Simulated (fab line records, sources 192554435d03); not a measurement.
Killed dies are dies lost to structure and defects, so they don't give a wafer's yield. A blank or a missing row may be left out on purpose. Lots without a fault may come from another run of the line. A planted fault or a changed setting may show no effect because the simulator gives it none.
One fault seen from 2 desks | flow n5_finfet | each desk has only its own numbers; what lay behind them comes last

THE TOOL OWNER'S DESK: pecvd-02
The tool's own readings at N5_BEOL_M0_SAQP_PECVD_03 (deposits SiCN from 3MS/NH3, target thk 12 nm, time 21.1 s): means of the sampled wafers that have a number, for each lot that ran on this tool. A lot is out of limits, marked OUT, if its mean lies more than 4 standard deviations from the usual mean; the brackets give that distance.
Columns: A = chamber_pressure_Torr at N5_BEOL_M0_SAQP_PECVD_03, usual 3.001 Torr; B = run_length_s at N5_BEOL_M0_SAQP_PECVD_03, usual 51.3 s; C = showerhead_plenum_p_Torr at N5_BEOL_M0_SAQP_PECVD_03, usual 3.668 Torr; D = showerhead_vpp_V at N5_BEOL_M0_SAQP_PECVD_03, usual 880 V; E = throttle_valve_pct at N5_BEOL_M0_SAQP_PECVD_03, usual 9.2 %
lot  | first seen here | A     | B               | C     | D   | E
L470 | day 5 20:29     | 3.004 | 50.9            | 3.656 | 890 | 9.0
L476 | day 7 07:23     | 3.006 | 48.8 (-5.2) OUT | 3.671 | 869 | 9.0
L479 | day 7 21:33     | 3.005 | 48.9 (-5.1) OUT | 3.663 | 869 | 9.1
This desk's finding: out of limits on L476, L479; first on L476, day 7 07:23 (run_length_s at N5_BEOL_M0_SAQP_PECVD_03). In limits: L470.

THE METROLOGY DESK
What the gauges read, lot by lot, whatever tool the lot ran on: means of the sampled wafers that have a number. A lot is out of limits, marked OUT, if its mean lies more than 4 standard deviations from the usual mean; the brackets give that distance. Of its 10 readings 7 are shown: those that lie furthest out on some lot.
Columns: A = DIBL_N at N5_BEOL_M4_RC_MEAS_101, usual 36.3 mV/V; B = DIBL_P at N5_BEOL_M4_RC_MEAS_101, usual 36.0 mV/V; C = IOFF_P at N5_BEOL_M4_RC_MEAS_101, usual 0.22 nA/um; D = ION_P at N5_BEOL_M4_RC_MEAS_101, usual 462 uA/um; E = SS_P at N5_BEOL_M4_RC_MEAS_101, usual 73.3 mV/dec; F = VT_N at N5_BEOL_M4_RC_MEAS_101, usual 250 mV; G = VT_P at N5_BEOL_M4_RC_MEAS_101, usual -249 mV
lot  | first seen here | A    | B    | C    | D   | E    | F   | G
L470 | day 8 08:04     | 36.9 | 37.0 | 0.25 | 463 | 73.2 | 249 | -247
L476 | day 9 17:02     | 34.2 | 33.5 | 0.20 | 465 | 72.9 | 253 | -251
L479 | day 10 05:59    | 38.8 | 38.2 | 0.27 | 460 | 73.9 | 248 | -248
L486 | day 12 05:32    | 33.0 | 32.3 | 0.14 | 448 | 72.1 | 255 | -255
This desk's finding: nothing out of limits on any of the 4 lots.

PUT TOGETHER
The tool owner's desk could have raised an alarm at day 7 07:23, on L476, L479.
The metrology desk saw nothing out of limits.
The metrology desk has L476, L479 on record, within its limits.
Of the lots named, all ran N5_BEOL_M0_SAQP_PECVD_03 on pecvd-02.

WHAT THE SIMULATOR HAD PUT IN
Process parameter drift: pecvd-02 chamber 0, from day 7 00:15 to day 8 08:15, at N5_BEOL_M0_SAQP_PECVD_03. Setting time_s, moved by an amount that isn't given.
Lots struck among those shown: L476, L479.
Hours from the fault's start to each desk's first reading out of limits: the tool owner's desk, 7.
